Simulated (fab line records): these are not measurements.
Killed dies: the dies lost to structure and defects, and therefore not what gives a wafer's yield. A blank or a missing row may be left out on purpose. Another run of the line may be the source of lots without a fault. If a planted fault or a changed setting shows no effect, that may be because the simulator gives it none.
Chamber matching / flow nandHarc / NHARC_THIN_TSV_DESCUM_14 on rieDiel-01: 4 sister chambers
The step chemistry O2, time 3 s. 14 wafers are shown with their chamber, then 7 later ones without.

== WAFERS WITH THEIR CHAMBER ==
wafer=L542.1; chamber=2; drypumpMotorCurrentA (A)=5.9; o2FlowSccm (sccm)=199.4; oesProductAu (a.u.)=1.013
wafer=L542.5; chamber=3; drypumpMotorCurrentA (A)=5.3; o2FlowSccm (sccm)=200.7; oesProductAu (a.u.)=1.014
wafer=L542.6; chamber=0; drypumpMotorCurrentA (A)=5.5; o2FlowSccm (sccm)=200.7; oesProductAu (a.u.)=1.018
wafer=L545.1; chamber=0; drypumpMotorCurrentA (A)=5.5; o2FlowSccm (sccm)=199.8; oesProductAu (a.u.)=1.009
wafer=L545.2; chamber=2; drypumpMotorCurrentA (A)=6.0; o2FlowSccm (sccm)=199.9; oesProductAu (a.u.)=1.002
wafer=L545.6; chamber=1; drypumpMotorCurrentA (A)=6.5; o2FlowSccm (sccm)=200.1; oesProductAu (a.u.)=1.002
wafer=L544.1; chamber=0; drypumpMotorCurrentA (A)=5.5; o2FlowSccm (sccm)=199.6; oesProductAu (a.u.)=1.008
wafer=L544.3; chamber=1; drypumpMotorCurrentA (A)=6.5; o2FlowSccm (sccm)=200.3; oesProductAu (a.u.)=1.003
wafer=L544.5; chamber=0; drypumpMotorCurrentA (A)=5.5; o2FlowSccm (sccm)=200.1; oesProductAu (a.u.)=1.002
wafer=L547.3; chamber=0; drypumpMotorCurrentA (A)=5.5; o2FlowSccm (sccm)=200.2; oesProductAu (a.u.)=1.005
wafer=L547.5; chamber=2; drypumpMotorCurrentA (A)=5.9; o2FlowSccm (sccm)=200.2; oesProductAu (a.u.)=0.999
wafer=L547.6; chamber=1; drypumpMotorCurrentA (A)=6.5; o2FlowSccm (sccm)=199.8; oesProductAu (a.u.)=1.001
wafer=L549.3; chamber=0; drypumpMotorCurrentA (A)=5.5; o2FlowSccm (sccm)=200.3; oesProductAu (a.u.)=1.008
wafer=L549.4; chamber=1; drypumpMotorCurrentA (A)=6.5; o2FlowSccm (sccm)=200.1; oesProductAu (a.u.)=1.007

SIGNATURES (means of the wafers above)
reading=drypumpMotorCurrentA; chamber 0=5.500; chamber 1=6.500; chamber 2=5.933; chamber 3=5.300; scatter within a chamber=0.0258
reading=o2FlowSccm; chamber 0=200.117; chamber 1=200.075; chamber 2=199.833; chamber 3=200.700; scatter within a chamber=0.347
reading=oesProductAu; chamber 0=1.00833; chamber 1=1.00325; chamber 2=1.00467; chamber 3=1.01400; scatter within a chamber=0.00524
Rule: distance of a wafer from a chamber = root of the sum over the readings of ((wafer's reading minus chamber's mean) / reading's scatter) squared. If the next closest chamber is less than 2 further off than the closest, the wafer can't be placed; otherwise it belongs to the closest. The scatter is the square root of a quotient: the sum, over the shown wafers, of each reading's squared deviation from its chamber's mean, divided by wafers minus chambers.

== WAFERS WITHOUT THEIR CHAMBER ==
wafer=L549.5; drypumpMotorCurrentA (A)=6.5; o2FlowSccm (sccm)=199.7; oesProductAu (a.u.)=1.005
wafer=L552.3; drypumpMotorCurrentA (A)=5.5; o2FlowSccm (sccm)=199.9; oesProductAu (a.u.)=1.003
wafer=L552.4; drypumpMotorCurrentA (A)=5.4; o2FlowSccm (sccm)=199.5; oesProductAu (a.u.)=0.997
wafer=L552.6; drypumpMotorCurrentA (A)=6.5; o2FlowSccm (sccm)=199.9; oesProductAu (a.u.)=1.006
wafer=L557.4; drypumpMotorCurrentA (A)=5.5; o2FlowSccm (sccm)=199.6; oesProductAu (a.u.)=1.009
wafer=L557.5; drypumpMotorCurrentA (A)=5.4; o2FlowSccm (sccm)=200.5; oesProductAu (a.u.)=0.995
wafer=L557.6; drypumpMotorCurrentA (A)=5.9; o2FlowSccm (sccm)=199.1; oesProductAu (a.u.)=0.994

== CHAMBER TAKEN BY EACH ==
wafer=L549.5; from the rows above=1; in truth=1
wafer=L552.3; from the rows above=0; in truth=0
wafer=L552.4; from the rows above=can't be placed: 0 or 3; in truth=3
wafer=L552.6; from the rows above=1; in truth=1
wafer=L557.4; from the rows above=0; in truth=0
wafer=L557.5; from the rows above=can't be placed: 0 or 3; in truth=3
wafer=L557.6; from the rows above=2; in truth=2
Correct placement for 5 of the 7. From these rows, 2 cannot be placed; in 2 the true chamber is one of the candidates. Placed wrongly: 0.
